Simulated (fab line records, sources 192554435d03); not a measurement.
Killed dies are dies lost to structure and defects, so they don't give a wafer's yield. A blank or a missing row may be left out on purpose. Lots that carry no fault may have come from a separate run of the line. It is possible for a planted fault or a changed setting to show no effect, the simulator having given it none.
One fault seen from 2 desks -- flow n5-finfet -- each desk has only its own numbers; what lay behind them comes last

== TOOL OWNER'S DESK, pecvd-01 ==
The tool's own readings at N5_BEOL_M0_SAQP_PECVD_97 (deposits SiNx from SiH4/NH3/N2, target thk 23 nm, time 19.9 s): means of the sampled wafers that have a number, for each lot that ran on this tool. Marked OUT: a lot whose mean sits more than 4 standard deviations from the usual mean, which makes it out of limits; the brackets give that distance.
Columns: A = heater-power-w at N5_BEOL_M0_SAQP_PECVD_97, usual 504 W; B = showerhead-plenum-p-Torr at N5_BEOL_M0_SAQP_PECVD_97, usual 5.13 Torr; C = throttle-valve-pct at N5_BEOL_M0_SAQP_PECVD_97, usual 39.1 %
lot,first seen here,A,B,C
L125,day 7 22:21,496,5.17,37.1
L135,day 10 04:50,475,5.16,37.3
L136,day 10 10:06,473,5.17,37.3
L137,day 10 17:46,430,5.19,36.1
This desk's verdict: no lot among the 4 shows anything out of limits.

== THE METROLOGY DESK ==
Means of the sampled wafers that have a number, per lot and without regard to the tool the lot ran on: this is what the gauges read. Marked OUT: a lot whose mean sits more than 4 standard deviations from the usual mean, which makes it out of limits; the brackets give that distance. Only the readings that lie furthest out on some lot appear, 7 of the 10 it has.
Columns: A = DIBL_N at N5_BEOL_M4_RC_MEAS_101, usual 37.1 mV/V; B = DIBL_P at N5_BEOL_M4_RC_MEAS_101, usual 37 mV/V; C = IOFF_P at N5_BEOL_M4_RC_MEAS_101, usual 0.21 nA/um; D = ION_N at N5_BEOL_M4_RC_MEAS_101, usual 674 uA/um; E = ION_P at N5_BEOL_M4_RC_MEAS_101, usual 459 uA/um; F = SS_P at N5_BEOL_M4_RC_MEAS_101, usual 73.4 mV/dec; G = VT_P at N5_BEOL_M4_RC_MEAS_101, usual -251 mV
lot,first seen here,A,B,C,D,E,F,G
L125,day 10 13:37,36.5,34,0.16,665,449,72.7,-256
L135,day 12 21:37,38.3,40,0.24,680,462,73.6,-249
L136,day 13 00:05,37.1,37,0.21,673,455,73.6,-252
L137,day 13 21:27,33.2,33,0.14,653,441,72.4,-258
L139,day 14 00:46,39.3,39,0.22,682,455,73.4,-250
This desk's verdict: no lot among the 5 shows anything out of limits.

== PUT TOGETHER ==
The desk of the tool owner found nothing out of limits.
Nothing out of limits was seen by the metrology desk.

== WHAT THE SIMULATOR PUT IN ==
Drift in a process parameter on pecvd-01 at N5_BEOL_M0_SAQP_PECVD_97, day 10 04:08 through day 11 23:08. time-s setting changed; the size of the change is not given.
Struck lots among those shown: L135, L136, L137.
